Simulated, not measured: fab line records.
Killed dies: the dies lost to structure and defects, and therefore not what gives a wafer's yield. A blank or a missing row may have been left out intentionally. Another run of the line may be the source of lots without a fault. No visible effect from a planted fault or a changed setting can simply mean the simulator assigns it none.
Struck lot and sound lot, side by side | flow n5_finfet | 15 out of 1938 route steps
Sound: wafers L921.1, L921.4, L921.6. The struck wafers were L915.4, L915.6. The cause is given at the end.
For every step that has rows: the tool of each side, followed by ch and its chambers, followed by its first start. Under that, the readings that differ: sound wafers | struck wafers | difference of the means | sigmas: that difference in standard deviations of wafers without a fault.
alike: words and numbers the same on both sides, and readings whose means are apart by under 2 such deviations; not compared: readings that were withheld, readings missing a value for some wafer, numbers with overlapping values and no deviation given by the record, and bounds like >300 which may hide the same value.
The two part at a step that has a row with sigmas, a row that says differs or no value, or rows on one side only. Non-overlapping numbers with no deviation appear without sigmas and do not part them. A reading missing from all wafers of one side parts the sides only when that side holds two or more wafers.

first, 2 steps without rows for these wafers: N5_FIN_SAQP_HM_OPEN_73 (chemistry CHF3/O2, target SiO2, stops on a-Si, target depth 12 nm, time 16.8 s); N5_FIN_SAQP_STRIP_74 (strips in CHF3/O2).
N5_FIN_SAQP_MANDREL_ETCH_22: etches a-Si in HBr/Cl2, stops on SiNx, target depth 60 nm, bt time 10 s, time 30 s.
  sound on rie_si-05 ch 0,1,2, day 6 10:18; struck on rie_si-05 ch 0,2, day 4 23:17
  alike: HBr_flow_sccm, bias_w, drypump_motor_current_A, oes_product_au, throttle_valve_pct
  not compared: rf_hours_counter_h
N5_FIN_SAQP_STRIP_55: strips in N2/H2.
  sound on rie_diel-05 ch 0,1,2, day 6 10:24; struck on rie_diel-05 ch 1,2, day 4 23:25
  reading               | sound          | struck    | difference | sigmas
  oes_product_au (a.u.) | 0.89 1.03 0.70 | 0.68 0.70 | -0.18      | -2
  alike: drypump_motor_current_A, rf_vpp_V, showerhead_plenum_p_Torr, throttle_valve_pct
  not compared: rf_hours_counter_h
then, 3 steps without rows for these wafers: N5_FIN_SAQP_STRIP_23 (strips in SPM, time 750 s); N5_FIN_SAQP_SRD_66 (time 30 s); N5_FIN_SAQP_RECESS_75 (chemistry HF/NH3, target SiO2, target depth 14.4 nm, afs cycles 3, sublimation time 60 s).
N5_FIN_SAQP_SPACER1_ALD_24: deposits SiO2, target thk 20.3 nm, pulse time 1 s, purge time 2 s.
  sound on ald_sin-01 ch 2,3, day 6 11:26; struck on ald_sin-02 ch 2, day 5 00:15
  alike: heater_power_w, precursor_pulse_height_rel
then, 1 step without rows for these wafers: N5_FIN_SAQP_SPACER1_ETCHBACK_25 (etches SiO2 in CHF3/O2, target depth 24.4 nm, time 12.2 s).
N5_FIN_SAQP_MANDREL1_REMOVE_56: chemistry HBr/Cl2/O2, target a-Si, stops on SiNx, bt time 10 s.
  sound on rie_si-05 ch 2,3, day 6 12:15; struck on rie_si-01 ch 0,2, day 5 01:04
  alike: HBr_flow_sccm, bias_w, drypump_motor_current_A, oes_product_au, throttle_valve_pct
  not compared: rf_hours_counter_h
N5_FIN_SAQP_CD_MEAS_27 targets a cd of 20 nm.
  sound on cd_sem-03 ch 0, day 6 12:22; struck on cd_sem-02 ch 0, day 5 01:11
  alike: cd_nm
then, 1 step without rows for these wafers: N5_FIN_SAQP_ETCH_57 (etches SiNx in CH3F/O2, target depth 32.5 nm, time 46.4 s).
N5_FIN_SAQP_ETCH_65: etches SiO2 in CF4, target depth 4 nm, time 4.4 s.
  sound on rie_si-01 ch 1,2,3, day 6 12:31; struck on rie_si-05 ch 0, day 5 01:20
  reading                  | sound             | struck      | difference | sigmas
  oes_product_au (a.u.)    | 0.990 0.975 0.977 | 0.881 0.884 | -0.098     | -7
  throttle_valve_pct (%)   | 21.98 21.84 21.93 | 21.39 21.37 | -0.54      | -3
  model.etch.depth_nm (nm) | 4.002 4.017 4.006 | 3.27 3.281  | -0.73      |
  alike: bias_w, drypump_motor_current_A
  not compared: rf_hours_counter_h
N5_FIN_SAQP_MANDREL_ETCH_58: etches a-Si in HBr/Cl2, stops on SiNx, target depth 45 nm, bt time 10 s, time 27 s.
  sound on rie_si-01 ch 1,2,3, day 6 12:32; struck on rie_si-05 ch 0, day 5 01:22
  reading                | sound             | struck      | difference | sigmas
  throttle_valve_pct (%) | 35.71 35.75 35.69 | 35.22 35.21 | -0.50      | -3
  alike: HBr_flow_sccm, bias_w, drypump_motor_current_A, oes_product_au
  not compared: rf_hours_counter_h
-- a jump in the record: the struck wafers' starts before and after are 6 days apart (it breaks off in module FIN_SAQP and resumes in module BEOL_M4, where the first step shown is number 1111 of the route) --
N5_BEOL_M4_RC_MEAS_101:
  sound on prober-02 ch 0, day 12 06:26; struck on prober-01 ch 0, day 10 14:41
  alike: DIBL_N, DIBL_P, IOFF_N, IOFF_P, ION_N, ION_P, SS_N, SS_P, VT_N, VT_P

== WHERE THEY PART ==
Earliest at N5_FIN_SAQP_STRIP_55; latest, in this record, at N5_FIN_SAQP_MANDREL_ETCH_58. Later steps at which nothing parts them and some readings are alike: N5_BEOL_M4_RC_MEAS_101.

WHY: what had been put in by the simulator
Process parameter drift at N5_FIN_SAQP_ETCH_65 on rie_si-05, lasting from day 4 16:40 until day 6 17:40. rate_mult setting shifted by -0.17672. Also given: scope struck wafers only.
